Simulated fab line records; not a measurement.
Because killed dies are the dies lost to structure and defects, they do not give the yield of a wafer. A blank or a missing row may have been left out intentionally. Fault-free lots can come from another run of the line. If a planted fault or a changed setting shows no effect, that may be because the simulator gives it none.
fab line records -- flow nand_harc
record lots=6, wafers=18, last_day=24
route steps=1159 shown P_GATE@124 END@1159
lots that met no fault: from a run of the same line without faults
start_h: the number of hours between the record's first day and the start of the first shown wafer of the lot -- wait_h: how many hours have passed since the lot's step before this one -- " identical to the entry in the row above -- L1.1+2: a single row standing in for several wafers -- - no value present, or no start provided -- * or withheld: withheld -- < > ~ a bound
route shown NAME@n: a module of which the file shows steps, and the number in the route of the first -- usual: mean and standard deviation over wafers with no fault -- same: alike in all rows -- chamber/n: place in a boat -- sites: per-site readings -- _std_site: their standard deviation -- _edge_site: inner sites' mean taken away from outer sites' mean -- radius_mm: for every site, how far away it sits from the centre of the wafer -- mask NAME#n: copy n -- behind: the tool/chamber that last shaped the wafer -- hold: what put the lot on hold/how long, in hours/how the hold closed -- device: the transistor (n, p or np) that didn't switch -- end of line: tests of these same wafers at the route's end -- for a step that has no rows: nothing shown but its recipe -- killed: dies that structure and defects cost at the first sort, which is not the same as the wafer's yield -- map: dies across one wafer; x = killed, . = not, _ = none there
set.NAME: setting as actually run; set.NAME@STEP: the setting as run at that earlier step -- model.NAME: the simulator's own value behind a step, which no gauge read
a table for each step, a row for each wafer; lots at some steps of the route
services: from which hour (start_h, from the record's first day; less than 0 if before it) a tool's chamber was out of use, for how many hours, and why
## steps
# step NHARC_P_GATE_DESCUM_13
# recipe time_s=3, o2_flow_sccm=200, ar_flow_sccm=0, bias_power_w=0, chemistry=O2
# usual drypump_motor_current_A=5.9/0.35, oes_product_au=0.999/0.0099, rf_vpp_V=57.7/0.8, showerhead_plenum_p_Torr=1.93/0.074, throttle_valve_pct=11.313/0.0092
lot.wafer,tool,chamber,start_h,wait_h,drypump_motor_current_A,oes_product_au,rf_hours_counter_h,rf_vpp_V,showerhead_plenum_p_Torr,throttle_valve_pct
L695.3,rie_diel-07,2,104.16,-,6.2,0.989,9,58.8,1.99,11.305
L695.4,rie_diel-07,1,104.16,-,5.9,1.009,9,59.1,2.02,11.311
L695.5,rie_diel-07,3,104.16,-,6.2,0.993,-,57.8,1.83,11.313
L704.2,rie_diel-07,3,151.93,-,6.2,1.014,18,56.4,1.83,11.296
L704.4,rie_diel-07,1,151.93,-,5.9,1.007,18,57.7,2.02,11.293
L704.5,rie_diel-07,3,151.93,-,6.2,1.003,-,57.3,1.83,11.326
L706.3,rie_diel-07,3,165.54,-,6.2,1.014,20,57.6,1.83,11.314
L706.2,rie_diel-07,0,165.54,-,5.6,1.021,19,58.2,1.97,11.331
L706.6,rie_diel-07,2,165.54,-,6.2,1.001,-,57.4,1.99,11.310
L705.2,rie_diel-07,0,165.68,-,5.6,1.007,19,58.1,1.97,11.309
L705.1,rie_diel-07,2,165.68,-,6.2,0.996,19,57.6,1.99,11.327
L705.3,rie_diel-07,3,165.68,-,6.2,1.009,20,58.1,1.83,11.298
L708.4,rie_diel-07,2,181.21,-,6.2,0.996,22,57.7,1.99,11.310
L708.3,rie_diel-07,0,181.21,-,5.7,1.003,22,58.6,1.97,11.315
L708.6,rie_diel-07,2,181.21,-,6.2,0.990,-,56.9,1.99,11.321
L712.4,rie_diel-02,3,206.48,-,6.3,0.988,19,56.4,1.94,11.319
L712.3,rie_diel-02,1,206.48,-,5.4,0.988,18,57.7,1.86,11.320
L712.5,rie_diel-02,3,206.48,-,6.3,0.993,-,56.5,1.94,11.320
# step NHARC_P_GATE_ETCH_14
# recipe target_depth_a=488, chemistry=dHF, material=SiO2
# step NHARC_P_GATE_STRIP_15
# recipe time_s=780, temp_c=130, chemistry=SPM
# step NHARC_P_GATE_PRECLEAN_71
# recipe time_s=*, temp_c=50, bath_age_min=0, chemistry=SC1
# step NHARC_P_GATE_SRD_72
# step NHARC_P_GATE_OXIDE_16
# recipe target_thk_a=30, temp_c=875, ox_time_s=392, material=SiO2
# step NHARC_P_GATE_CVD_17
# recipe target_thk_a=1500, temp_c=620, time_s=900, material=poly-Si
# step NHARC_P_GATE_HM_DEP_102
# recipe target_thk_a=1200, temp_c=400, material=aC
# usual throttle_valve_pct=35.001/0.0088
lot.wafer,tool,chamber,start_h,wait_h,throttle_valve_pct
L695.3,acl_dep-02,0,121.43,0.6,34.998
L695.4,acl_dep-02,0,121.43,0.6,35.001
L695.5,acl_dep-02,0,121.43,0.6,34.996
L704.2,acl_dep-03,0,164.16,0.5,34.994
L704.4,acl_dep-03,0,164.16,0.5,34.981
L704.5,acl_dep-03,0,164.16,0.5,35.021
L705.1,acl_dep-03,0,179.31,2.1,35.007
L705.2,acl_dep-03,0,179.31,2.1,35.005
L705.3,acl_dep-03,0,179.31,2.1,35.001
L706.2,acl_dep-01,0,179.83,2.6,34.989
L706.3,acl_dep-01,0,179.83,2.6,34.990
L706.6,acl_dep-01,0,179.83,2.6,35.006
L708.3,acl_dep-03,0,197.69,4.0,35.004
L708.4,acl_dep-03,0,197.69,4.0,35.007
L708.6,acl_dep-03,0,197.69,4.0,35.011
L712.3,acl_dep-02,0,219.11,0.6,35.012
L712.4,acl_dep-02,0,219.11,0.6,35.006
L712.5,acl_dep-02,0,219.11,0.6,34.996
# step NHARC_P_GATE_DEP_103
# recipe target_thk_a=300, target_thk_nm=30, temp_c=400, flow_sccm=200, rf_w=350, material=SiON
# usual heater_power_w=727/64
lot.wafer,tool,chamber,start_h,wait_h,heater_power_w,since_wet_clean_h
L695.3,pecvd-02,1,121.91,0.4,706,137
L695.4,pecvd-02,0,121.91,0.4,659,-
L695.5,pecvd-02,2,121.91,0.4,727,-
L704.2,pecvd-04,1,164.71,0.4,783,136
L704.5,pecvd-04,1,164.71,0.4,779,-
L704.4,pecvd-04,0,164.71,0.4,822,-
L705.3,pecvd-04,1,179.97,0.3,758,151
L705.2,pecvd-04,2,179.97,0.3,686,151
L705.1,pecvd-04,0,179.97,0.3,802,152
L706.3,pecvd-02,2,180.38,0.3,751,14
L706.2,pecvd-02,0,180.38,0.3,647,14
L706.6,pecvd-02,2,180.38,0.3,763,-
L708.3,pecvd-02,2,198.22,0.4,787,32
L708.4,pecvd-02,1,198.22,0.4,751,-
L708.6,pecvd-02,2,198.22,0.4,771,-
L712.3,pecvd-04,2,219.62,0.4,667,10
L712.5,pecvd-04,1,219.62,0.4,801,-
L712.4,pecvd-04,2,219.62,0.4,641,-
# step NHARC_P_GATE_DEHYDRATE_18
# recipe temp_c=150, time_s=120
# step NHARC_P_GATE_HMDS_19
# recipe time_s=30
# step NHARC_P_GATE_COAT_20
# recipe spin_rpm=1500, resist_thk_nm=90
# step NHARC_P_GATE_SOFTBAKE_21
# recipe temp_c=105, time_s=55
# usual heater_power_total_W=188.44/0.14
lot.wafer,tool,chamber,start_h,wait_h,heater_power_total_W
L695.3,litho_track-04,0,122,-,188.52
L695.4,litho_track-04,0,122,-,188.39
L695.5,litho_track-04,0,122,-,188.62
L704.2,litho_track-04,0,164,-,188.69
L704.4,litho_track-04,0,164,-,188.73
L704.5,litho_track-04,0,164,-,188.29
L705.1,litho_track-04,0,180,-,323.18
L705.2,litho_track-04,0,180,-,323.05
L705.3,litho_track-04,0,180,-,322.96
L706.2,litho_track-04,0,180,-,323.11
L706.3,litho_track-04,0,180,-,322.98
L706.6,litho_track-04,0,180,-,323.08
L708.3,litho_track-01,0,198,-,188.28
L708.4,litho_track-01,0,198,-,188.32
L708.6,litho_track-01,0,198,-,188.37
L712.3,litho_track-01,0,219,-,188.27
L712.4,litho_track-01,0,219,-,188.43
L712.5,litho_track-01,0,219,-,188.43
# step NHARC_P_GATE_EBR_22
# step NHARC_END_SORT_01
# recipe temp_c=25
# usual killed_at_array=28/10, killed_at_other=0.5/0.82, killed_at_periphery=3.4/2.2, killed_dies=31/10, killed_open=3.4/1.9, killed_short=1.9/1.3
# same gross_dies=677
lot.wafer,tool,chamber,start_h,wait_h,killed_at_array,killed_at_other,killed_at_periphery,killed_dies,killed_open,killed_short
L695.3,prober-01,0,482.10,3.1,22,0,6,28,6,2
L695.4,prober-01,0,482.88,3.3,20,0,2,22,2,1
L695.5,prober-01,0,483.65,3.6,19,0,2,21,4,3
L705.1,prober-01,0,523.21,2.5,12,0,2,14,1,3
L705.2,prober-01,0,524.00,2.8,20,0,7,27,5,3
L705.3,prober-01,0,524.80,3.1,15,0,2,17,1,2
L706.2,prober-02,0,540.39,2.8,28,0,1,29,4,1
L706.3,prober-02,0,541.20,3.1,27,2,1,30,0,1
L706.6,prober-02,0,543.63,4.0,26,2,2,30,0,2
L704.2,prober-01,0,554.22,2.8,44,1,3,48,2,2
L704.4,prober-01,0,555.84,3.4,47,2,2,51,3,1
L704.5,prober-01,0,556.66,3.8,50,1,6,57,4,3
L712.3,prober-02,0,564.54,3.1,40,1,2,43,6,3
L712.4,prober-02,0,565.34,3.4,24,0,9,33,6,1
L712.5,prober-02,0,566.14,3.7,28,1,3,32,4,2
# killed by level:class
L695.3 A_SLIT:chamber_film_flake=7 A_CONTACT:chamber_film_flake=5 P_CONTACT:geometric_particle:open=3 A_CHANNEL_HOLE_D1:chamber_film_flake=3 A_M1:chamber_film_flake=2 P_GATE:geometric_particle:short=1 A_ONON_D1:geometric_particle:open=1 A_ONON_D1:geometric_particle:short=1
L695.4 A_SLIT:chamber_film_flake=9 A_CONTACT:chamber_film_flake=4 A_CHANNEL_HOLE_D1:chamber_film_flake=2 A_STAIRCASE:chamber_film_flake=2 P_CONTACT:geometric_particle:open=1 A_M0:geometric_particle:short=1 A_M0:geometric_particle:open=1 P_ZERO_WELL:chamber_film_flake=1
L695.5 A_SLIT:chamber_film_flake=6 A_CONTACT:chamber_film_flake=6 A_CONTACT:geometric_particle:open=2 P_CONTACT:geometric_particle:open=1 P_BONDPAD:geometric_particle:short=1 A_ONON_D1:geometric_particle:open=1 A_ONON_D1:geometric_particle:short=1 A_CHANNEL_HOLE_D1:geometric_particle:short=1
L705.1 A_CHANNEL_HOLE_D1:chamber_film_flake=3 A_M0:geometric_particle:short=2 P_STI:chamber_film_flake=2 A_STAIRCASE:chamber_film_flake=2 A_CONTACT:chamber_film_flake=2 A_WL_FILL:geometric_particle:short=1 A_CONTACT:geometric_particle:open=1 A_WL_FILL:chamber_film_flake=1
L705.2 A_CHANNEL_HOLE_D1:chamber_film_flake=8 A_CONTACT:chamber_film_flake=3 P_STI:geometric_particle:open=2 A_WL_FILL:chamber_film_flake=2 A_STAIRCASE:chamber_film_flake=2 P_GATE:geometric_particle:open=1 P_CONTACT:geometric_particle:open=1 P_M0:geometric_particle:short=1
L705.3 A_STAIRCASE:chamber_film_flake=4 A_CHANNEL_HOLE_D1:chamber_film_flake=3 A_ONON_D1:geometric_particle:short=2 A_BLC:chamber_film_flake=2 P_M0:geometric_particle:open=1 P_GATE:chamber_film_flake=1 A_CHANNEL_FILL_D1:chamber_film_flake=1 A_SLIT:chamber_film_flake=1
L706.2 A_CHANNEL_HOLE_D1:chamber_film_flake=16 A_CHANNEL_FILL_D1:geometric_particle:open=2 A_STAIRCASE:chamber_film_flake=2 A_BLC:chamber_film_flake=2 A_SOURCE_PLATE:geometric_particle:open=1 A_SOURCE_PLATE:geometric_particle:short=1 A_M1:geometric_particle:open=1 P_M0:chamber_film_flake=1
L706.3 A_CHANNEL_HOLE_D1:chamber_film_flake=17 A_BLC:chamber_film_flake=6 A_STAIRCASE:chamber_film_flake=2 THIN_TSV:chamber_film_flake=2 P_CONTACT:geometric_particle:short=1 A_SLIT:chamber_film_flake=1 A_CONTACT:chamber_film_flake=1
L706.6 A_CHANNEL_HOLE_D1:chamber_film_flake=16 A_BLC:chamber_film_flake=4 A_STAIRCASE:chamber_film_flake=3 THIN_TSV:chamber_film_flake=2 P_CONTACT:geometric_particle:short=1 A_WL_FILL:geometric_particle:short=1 P_STI:chamber_film_flake=1 A_ZERO_WELL:chamber_film_flake=1
L704.2 A_CHANNEL_HOLE_D1:chamber_film_flake=20 A_SLIT:chamber_film_flake=18 A_CONTACT:chamber_film_flake=3 P_GATE:geometric_particle:open=1 P_M0:geometric_particle:short=1 A_SGD_CUT:geometric_particle:open=1 A_WL_FILL:geometric_particle:short=1 P_GATE:chamber_film_flake=1
L704.4 A_SLIT:chamber_film_flake=20 A_CHANNEL_HOLE_D1:chamber_film_flake=10 A_STAIRCASE:chamber_film_flake=6 A_CONTACT:chamber_film_flake=3 A_CHANNEL_FILL_D1:chamber_film_flake=2 A_WL_FILL:chamber_film_flake=2 THIN_TSV:chamber_film_flake=2 A_CHANNEL_HOLE_D1:geometric_particle:open=1
L704.5 A_CHANNEL_HOLE_D1:chamber_film_flake=19 A_SLIT:chamber_film_flake=13 A_CONTACT:chamber_film_flake=9 P_GATE:chamber_film_flake=3 A_STAIRCASE:chamber_film_flake=3 P_STI:geometric_particle:open=1 P_CONTACT:geometric_particle:short=1 A_ONON_D1:geometric_particle:open=1
L712.3 A_SLIT:chamber_film_flake=24 A_CHANNEL_HOLE_D1:chamber_film_flake=3 A_ONON_D1:geometric_particle:open=2 A_WL_FILL:geometric_particle:short=2 A_M0:geometric_particle:open=2 A_STAIRCASE:chamber_film_flake=2 A_SOURCE_PLATE:geometric_particle:short=1 A_SOURCE_PLATE:geometric_particle:open=1
L712.4 A_SLIT:chamber_film_flake=10 A_CHANNEL_HOLE_D1:chamber_film_flake=8 P_GATE:chamber_film_flake=4 P_M0:geometric_particle:open=2 P_ZERO_WELL:chamber_film_flake=2 A_WL_FILL:chamber_film_flake=2 P_CONTACT:geometric_particle:open=1 A_CHANNEL_HOLE_D1:geometric_particle:open=1
L712.5 A_SLIT:chamber_film_flake=15 A_CHANNEL_HOLE_D1:chamber_film_flake=6 A_CONTACT:geometric_particle:open=4 A_WL_FILL:geometric_particle:short=2 P_ZERO_WELL:chamber_film_flake=2 P_GATE:chamber_film_flake=1 A_STAIRCASE:chamber_film_flake=1 THIN_TSV:chamber_film_flake=1
## services
tool,chamber,start_h,hours,kind
rie_diel-07,0,84.71,-,clean
rie_diel-07,1,84.71,-,clean
rie_diel-07,2,84.71,-,clean
rie_diel-07,3,84.71,-,clean
litho_track-01,-,93.00,7.0,pm
rie_diel-07,0,109.21,-,clean
rie_diel-07,1,109.21,-,clean
rie_diel-07,2,109.21,-,clean
rie_diel-07,3,109.21,-,clean
acl_dep-01,-,112.54,13.0,pm
pecvd-04,2,120.73,1.9,repair
rie_diel-07,0,133.71,-,clean
rie_diel-07,1,133.71,-,clean
rie_diel-07,2,133.71,-,clean
rie_diel-07,3,133.71,-,clean
rie_diel-02,3,135.05,20.5,repair
rie_diel-07,2,137.40,8.3,repair
litho_track-04,-,141.00,7.0,pm
rie_diel-02,-,150.90,9.0,pm
pecvd-02,-,153.22,13.0,pm
rie_diel-07,0,158.21,-,clean
rie_diel-07,1,158.21,-,clean
acl_dep-02,-,169.33,13.0,pm
pecvd-04,-,196.58,13.0,pm
## key
first_sign step=NHARC_P_GATE_SOFTBAKE_21, reading=heater_power_total_W, direction=up, sigmas=99+, usual=*, struck=*
effect none on later readings
met_at NHARC_P_GATE_SOFTBAKE_21
struck_wafers L705.1,L705.2,L705.3,L706.2,L706.3,L706.6
tester_left_out L705,L706
onset_between 164 180
fault kind=process_parameter_drift, tool=litho_track-04, chamber=-, onset_h=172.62, steps=NHARC_P_GATE_SOFTBAKE_21, channel=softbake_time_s, offset=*, shape=step, end_h=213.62, acts_in=*, stated=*
# tester_left_out: of these lots the tester's yield and bins aren't shown, on N5 and GAA mostly nor the transistor test; their killed dies are dies lost to structure and defects alone, not to doping, threshold or leakage, so they don't give the yield
